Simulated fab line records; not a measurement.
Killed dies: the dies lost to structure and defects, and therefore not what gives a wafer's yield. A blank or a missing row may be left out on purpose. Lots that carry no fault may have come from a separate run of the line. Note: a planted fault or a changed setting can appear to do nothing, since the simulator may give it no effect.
Chamber matching || flow n5_finfet || N5_BEOL_M5_CO_CAP_78 on cvd_co-02: 3 sister chambers
The step material Co, precursor CCTBA/H2, target thk 2 nm, time 102.1 s. 3 wafers are shown with their chamber, then 12 later ones without.

== WAFERS, EACH WITH ITS CHAMBER ==
{"wafer": "L086.4", "chamber": 2, "heater_power_outer_w (W)": 117}
{"wafer": "L088.2", "chamber": 1, "heater_power_outer_w (W)": 112}
{"wafer": "L088.4", "chamber": 0, "heater_power_outer_w (W)": 156}

== WAFERS WHOSE CHAMBER IS MISSING ==
{"wafer": "L090.3", "heater_power_outer_w (W)": 154}
{"wafer": "L090.4", "heater_power_outer_w (W)": 114}
{"wafer": "L090.6", "heater_power_outer_w (W)": 114}
{"wafer": "L093.4", "heater_power_outer_w (W)": 151}
{"wafer": "L093.5", "heater_power_outer_w (W)": 111}
{"wafer": "L093.6", "heater_power_outer_w (W)": 153}
{"wafer": "L095.3", "heater_power_outer_w (W)": 118}
{"wafer": "L095.4", "heater_power_outer_w (W)": 117}
{"wafer": "L095.5", "heater_power_outer_w (W)": 114}
{"wafer": "L094.1", "heater_power_outer_w (W)": 153}
{"wafer": "L094.3", "heater_power_outer_w (W)": 112}
{"wafer": "L094.5", "heater_power_outer_w (W)": 121}

== WHICH CHAMBER EACH ONE RAN IN ==
{"wafer": "L090.3", "from the rows above": 0, "in truth": 0}
{"wafer": "L090.4", "from the rows above": "can't be placed: 1 or 2", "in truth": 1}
{"wafer": "L090.6", "from the rows above": "can't be placed: 1 or 2", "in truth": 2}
{"wafer": "L093.4", "from the rows above": 0, "in truth": 0}
{"wafer": "L093.5", "from the rows above": "can't be placed: 1 or 2", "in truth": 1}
{"wafer": "L093.6", "from the rows above": 0, "in truth": 0}
{"wafer": "L095.3", "from the rows above": "can't be placed: 2 or 1", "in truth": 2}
{"wafer": "L095.4", "from the rows above": "can't be placed: 2 or 1", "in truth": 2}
{"wafer": "L095.5", "from the rows above": "can't be placed: 1 or 2", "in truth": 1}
{"wafer": "L094.1", "from the rows above": 0, "in truth": 0}
{"wafer": "L094.3", "from the rows above": "can't be placed: 1 or 2", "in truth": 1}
{"wafer": "L094.5", "from the rows above": "can't be placed: 2 or 1", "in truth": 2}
Correct placement for 4 of the 12. Unplaceable from these rows: 8, with the true chamber sitting among the candidates in 8. 0 placed wrongly.
How it was worked out, from the rows above alone: a wafer's distance from a chamber is the root of the sum, over the readings, of the square of ((its reading less the chamber's mean) divided by the reading's scatter). The wafer belongs to the nearest chamber; if the next one is less than 2 further off, it can't be placed. A chamber's mean is the mean of its shown wafers. The scatter (one wafer shown for each chamber): square how far every hidden wafer sits from the nearest shown wafer, average those squares and take the square root.
